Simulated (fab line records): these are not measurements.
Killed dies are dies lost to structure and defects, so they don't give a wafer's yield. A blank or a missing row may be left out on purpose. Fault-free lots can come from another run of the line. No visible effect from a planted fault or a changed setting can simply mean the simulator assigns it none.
Which tool is to blame? + flow n5-finfet + Sampling: 24 lots, 72 wafers, 5 of 1938 route steps

## WHAT EACH GAUGE READ, for each wafer
N5_BEOL_M11_OCD_MEAS_38. Usual: trench-depth-nm reads 148 nm (standard deviation 3).
| lot  | measured     | on     | trench-depth-nm (nm) | flag |
|------|--------------|--------|----------------------|------|
| L075 | day 11 05:55 | ocd-01 | 151 149 150          |      |
| L074 | day 11 15:06 | ocd-01 | 148 149 144          |      |
| L076 | day 11 21:04 | ocd-01 | 148 151 149          |      |
| L080 | day 12 10:26 | ocd-01 | 147 147 142          |      |
| L078 | day 12 14:26 | ocd-02 | 148 144 143          |      |
| L077 | day 12 15:01 | ocd-02 | 149 145 150          |      |
| L079 | day 12 23:05 | ocd-01 | 150 143 149          |      |
| L081 | day 13 15:29 | ocd-02 | 144 147 148          |      |
| L082 | day 13 16:52 | ocd-01 | 149 148 148          |      |
| L083 | day 14 08:28 | ocd-02 | 144 153 146          |      |
| L084 | day 14 10:51 | ocd-02 | 147 143 149          |      |
| L085 | day 15 03:22 | ocd-01 | 149 151 148          |      |
| L086 | day 15 03:24 | ocd-02 | 150 148 144          |      |
| L088 | day 15 11:21 | ocd-02 | 150 148 150          |      |
| L089 | day 15 20:10 | ocd-01 | 148 150 149          |      |
| L087 | day 15 20:59 | ocd-01 | 149 142 150          |      |
| L093 | day 16 01:10 | ocd-01 | 151 147 147          |      |
| L091 | day 16 09:48 | ocd-02 | 152 151 150          |      |
| L090 | day 16 13:22 | ocd-01 | 149 150 149          |      |
| L094 | day 16 19:55 | ocd-01 | 150 146 140          |      |
| L092 | day 16 20:06 | ocd-02 | 153 151 150          |      |
| L095 | day 16 20:27 | ocd-02 | 149 153 152          |      |
| L096 | day 17 22:29 | ocd-02 | 147 147 151          |      |
| L097 | day 18 17:50 | ocd-01 | 147 151 147          |      |

N5_BEOL_M11_CD_MEAS_35 targets a cd of 70 nm. Usual: cd-nm reads 69.9 nm (standard deviation 0.69).
| lot  | measured     | on        | cd-nm (nm)     | flag |
|------|--------------|-----------|----------------|------|
| L075 | day 11 06:04 | cd-sem-01 | 70.3 70.3 68.4 |      |
| L074 | day 11 15:15 | cd-sem-03 | 70.3 69.4 69.9 |      |
| L076 | day 11 21:14 | cd-sem-03 | 68.4 68.4 70.7 |      |
| L080 | day 12 10:35 | cd-sem-02 | 70.5 70.2 70.8 |      |
| L078 | day 12 14:35 | cd-sem-02 | 69.9 69.5 69.8 |      |
| L077 | day 12 15:10 | cd-sem-01 | 70.4 70.3 70.6 |      |
| L079 | day 12 23:14 | cd-sem-01 | 69.5 69.7 69.9 |      |
| L081 | day 13 15:38 | cd-sem-01 | 71.0 71.7 71.3 |      |
| L082 | day 13 17:01 | cd-sem-02 | 69.6 69.7 69.5 |      |
| L083 | day 14 08:37 | cd-sem-02 | 68.8 68.5 70.5 |      |
| L084 | day 14 11:00 | cd-sem-01 | 70.4 68.9 69.0 |      |
| L085 | day 15 03:31 | cd-sem-01 | 69.4 70.0 70.7 |      |
| L086 | day 15 03:34 | cd-sem-03 | 70.1 70.5 70.0 |      |
| L088 | day 15 11:31 | cd-sem-02 | 69.4 69.4 70.3 |      |
| L089 | day 15 20:19 | cd-sem-02 | 71.0 70.8 70.6 |      |
| L087 | day 15 21:09 | cd-sem-01 | 69.9 69.2 69.7 |      |
| L093 | day 16 01:19 | cd-sem-02 | 69.6 69.0 69.6 |      |
| L091 | day 16 09:58 | cd-sem-01 | 70.1 70.2 70.8 |      |
| L090 | day 16 13:31 | cd-sem-02 | 70.5 69.2 69.7 |      |
| L094 | day 16 20:05 | cd-sem-03 | 70.8 70.9 70.3 |      |
| L092 | day 16 20:15 | cd-sem-03 | 68.6 69.8 69.1 |      |
| L095 | day 16 20:36 | cd-sem-01 | 69.9 70.2 70.0 |      |
| L096 | day 17 22:38 | cd-sem-01 | 70.9 70.3 70.3 |      |
| L097 | day 18 18:00 | cd-sem-02 | 70.2 70.2 69.1 |      |

N5_BEOL_M12_CD_MEAS_10 targets a cd of 140 nm. Usual: cd-nm reads 139.7 nm (standard deviation 1.7).
| lot  | measured     | on        | cd-nm (nm)        | flag |
|------|--------------|-----------|-------------------|------|
| L075 | day 11 10:54 | cd-sem-03 | 140.4 139.1 140.0 |      |
| L074 | day 11 18:04 | cd-sem-03 | 138.9 138.9 137.4 |      |
| L076 | day 12 01:47 | cd-sem-01 | 139.6 140.0 138.7 |      |
| L080 | day 12 14:05 | cd-sem-01 | 139.3 138.4 140.3 |      |
| L078 | day 12 18:03 | cd-sem-02 | 141.4 143.1 141.8 |      |
| L077 | day 12 19:32 | cd-sem-01 | 137.1 135.3 137.9 |      |
| L079 | day 13 02:59 | cd-sem-01 | 137.2 139.3 138.3 |      |
| L081 | day 13 19:39 | cd-sem-01 | 137.6 138.1 139.8 |      |
| L082 | day 13 20:59 | cd-sem-01 | 139.6 138.7 139.1 |      |
| L083 | day 14 12:01 | cd-sem-01 | 140.2 137.1 138.7 |      |
| L084 | day 14 14:03 | cd-sem-01 | 138.4 140.9 140.9 |      |
| L085 | day 15 07:54 | cd-sem-02 | 139.2 137.7 137.3 |      |
| L086 | day 15 07:40 | cd-sem-01 | 141.5 140.7 139.1 |      |
| L088 | day 15 15:19 | cd-sem-03 | 141.2 142.3 142.6 |      |
| L089 | day 15 22:54 | cd-sem-03 | 140.3 138.7 141.2 |      |
| L087 | day 16 01:31 | cd-sem-02 | 137.1 141.0 136.4 |      |
| L093 | day 16 04:23 | cd-sem-01 | 142.5 142.0 141.8 |      |
| L091 | day 16 12:55 | cd-sem-02 | 142.4 142.1 142.9 |      |
| L090 | day 16 17:09 | cd-sem-03 | 141.3 143.1 137.0 |      |
| L094 | day 17 00:05 | cd-sem-01 | 139.9 141.1 138.9 |      |
| L092 | day 16 23:47 | cd-sem-03 | 139.9 139.6 138.4 |      |
| L095 | day 17 00:38 | cd-sem-02 | 139.1 140.0 139.4 |      |
| L096 | day 18 01:37 | cd-sem-01 | 140.6 140.3 140.1 |      |
| L097 | day 18 20:50 | cd-sem-02 | 139.9 137.6 140.8 |      |

N5_BEOL_M12_CD_MEAS_28 targets a cd of 160.2 nm. Usual: cd-nm reads 160.3 nm (standard deviation 1.5).
| lot  | measured     | on        | cd-nm (nm)        | flag |
|------|--------------|-----------|-------------------|------|
| L075 | day 11 11:56 | cd-sem-03 | 158.7 156.0 159.9 |      |
| L074 | day 11 19:07 | cd-sem-01 | 159.3 157.9 161.1 |      |
| L076 | day 12 02:49 | cd-sem-02 | 159.9 158.0 159.8 |      |
| L080 | day 12 15:09 | cd-sem-02 | 161.8 163.7 162.2 |      |
| L078 | day 12 19:07 | cd-sem-01 | 158.3 162.7 161.7 |      |
| L077 | day 12 20:39 | cd-sem-01 | 161.6 160.6 162.0 |      |
| L079 | day 13 04:01 | cd-sem-02 | 159.6 158.4 160.0 |      |
| L081 | day 13 20:43 | cd-sem-01 | 160.3 160.3 160.5 |      |
| L082 | day 13 22:02 | cd-sem-01 | 158.1 161.9 160.0 |      |
| L083 | day 14 13:03 | cd-sem-02 | 163.0 161.1 162.1 |      |
| L084 | day 14 15:22 | cd-sem-02 | 161.6 160.4 159.6 |      |
| L085 | day 15 08:50 | cd-sem-02 | 161.0 159.5 161.6 |      |
| L086 | day 15 08:41 | cd-sem-03 | 162.3 160.9 160.8 |      |
| L088 | day 15 16:13 | cd-sem-03 | 160.6 160.8 160.0 |      |
| L089 | day 15 23:58 | cd-sem-01 | 159.9 161.1 159.6 |      |
| L087 | day 16 02:44 | cd-sem-01 | 158.7 159.9 160.1 |      |
| L093 | day 16 05:32 | cd-sem-01 | 158.3 160.1 159.2 |      |
| L091 | day 16 13:49 | cd-sem-02 | 160.2 161.3 159.0 |      |
| L090 | day 16 18:09 | cd-sem-02 | 160.5 157.3 161.4 |      |
| L094 | day 17 01:08 | cd-sem-03 | 161.2 163.9 159.4 |      |
| L092 | day 17 00:50 | cd-sem-01 | 159.6 162.3 162.0 |      |
| L095 | day 17 01:35 | cd-sem-02 | 160.1 159.4 159.6 |      |
| L096 | day 18 02:39 | cd-sem-02 | 157.7 160.3 157.5 |      |
| L097 | day 18 21:52 | cd-sem-02 | 159.2 160.0 161.6 |      |

## WHAT TOOL EACH LOT RAN ON (gives the tool, then ch and the chambers of the sampled wafers, and finally the start)
| lot  | N5_BEOL_M11_DEP_56              |
|------|---------------------------------|
| L075 | pecvd-01 ch 0,1,2, day 11 10:10 |
| L074 | pecvd-04 ch 0,2, day 11 17:31   |
| L076 | pecvd-03 ch 0,1,2, day 12 01:07 |
| L080 | pecvd-03 ch 0,1, day 12 13:24   |
| L078 | pecvd-01 ch 1,2, day 12 17:22   |
| L077 | pecvd-04 ch 0,1, day 12 18:50   |
| L079 | pecvd-04 ch 1,2, day 13 02:26   |
| L081 | pecvd-04 ch 0,1, day 13 18:58   |
| L082 | pecvd-01 ch 1,2, day 13 20:26   |
| L083 | pecvd-04 ch 0,2, day 14 11:19   |
| L084 | pecvd-01 ch 0,1, day 14 13:19   |
| L085 | pecvd-04 ch 0,1, day 15 07:13   |
| L086 | pecvd-01 ch 1,2, day 15 07:06   |
| L088 | pecvd-03 ch 0,2, day 15 14:45   |
| L089 | pecvd-04 ch 1,2, day 15 22:13   |
| L087 | pecvd-03 ch 0,1,2, day 16 00:50 |
| L093 | pecvd-03 ch 0,2, day 16 03:42   |
| L091 | pecvd-03 ch 1,2, day 16 12:21   |
| L090 | pecvd-04 ch 0,1,2, day 16 16:36 |
| L094 | pecvd-03 ch 1,2, day 16 23:28   |
| L092 | pecvd-01 ch 0,1,2, day 16 23:14 |
| L095 | pecvd-01 ch 0,1, day 17 00:03   |
| L096 | pecvd-03 ch 0,1,2, day 18 00:56 |
| L097 | pecvd-03 ch 0,1, day 18 20:16   |
- N5_BEOL_M11_DEP_56: deposits SiCN from 3MS/NH3, target thk 30 nm, time 10.5 s.

## AS READ BY THE TOOLS THEMSELVES (means over the sampled wafers that have a number; for cases with no such wafer, the mark the record gives instead)
N5_BEOL_M11_DEP_56. Usual: showerhead-plenum-p-Torr 4.16 Torr, standard deviation 0.031; throttle-valve-pct 17.9 %, standard deviation 0.72.
| lot  | tool     | showerhead-plenum-p-Torr (Torr) | throttle-valve-pct (%) | flag |
|------|----------|---------------------------------|------------------------|------|
| L075 | pecvd-01 | 4.17                            | 17.6                   |      |
| L074 | pecvd-04 | 4.19                            | 17.9                   |      |
| L076 | pecvd-03 | 4.13                            | 17.5                   |      |
| L080 | pecvd-03 | 4.15                            | 17.6                   |      |
| L078 | pecvd-01 | 4.14                            | 17.9                   |      |
| L077 | pecvd-04 | 4.16                            | 18.6                   |      |
| L079 | pecvd-04 | 4.17                            | 17.7                   |      |
| L081 | pecvd-04 | 4.18                            | 18.9                   |      |
| L082 | pecvd-01 | 4.14                            | 18.1                   |      |
| L083 | pecvd-04 | 4.19                            | 18.0                   |      |
| L084 | pecvd-01 | 4.16                            | 17.9                   |      |
| L085 | pecvd-04 | 4.17                            | 18.8                   |      |
| L086 | pecvd-01 | 4.14                            | 18.4                   |      |
| L088 | pecvd-03 | 4.12                            | 17.7                   |      |
| L089 | pecvd-04 | 4.16                            | 18.1                   |      |
| L087 | pecvd-03 | 4.13                            | 17.8                   |      |
| L093 | pecvd-03 | 4.12                            | 17.7                   |      |
| L091 | pecvd-03 | 4.14                            | 17.9                   |      |
| L090 | pecvd-04 | 4.18                            | 18.5                   |      |
| L094 | pecvd-03 | 4.13                            | 17.8                   |      |
| L092 | pecvd-01 | 4.15                            | 17.4                   |      |
| L095 | pecvd-01 | 4.16                            | 17.7                   |      |
| L096 | pecvd-03 | 4.13                            | 18.0                   |      |
| L097 | pecvd-03 | 4.15                            | 17.7                   |      |

## THE ANSWER, worked out from the rows above alone
Rule: lot off if the mean of its wafers having a number is beyond 3 standard deviations from the usual mean. Also off: a lot with no number at a reading for which 4 or more lots have one. Any other lot the step has rows for is counted as sound. The gauges are gone through in route order, then the tools' own readings, and for those a lot's mean is taken as printed above. The first step at which some lot is off is used, and at that step the reading that is off furthest; a lot without a number counts as furthest.
No lot is off at any reading shown: from this, nothing can be told.

## WHAT HAD BEEN PUT IN BY THE SIMULATOR
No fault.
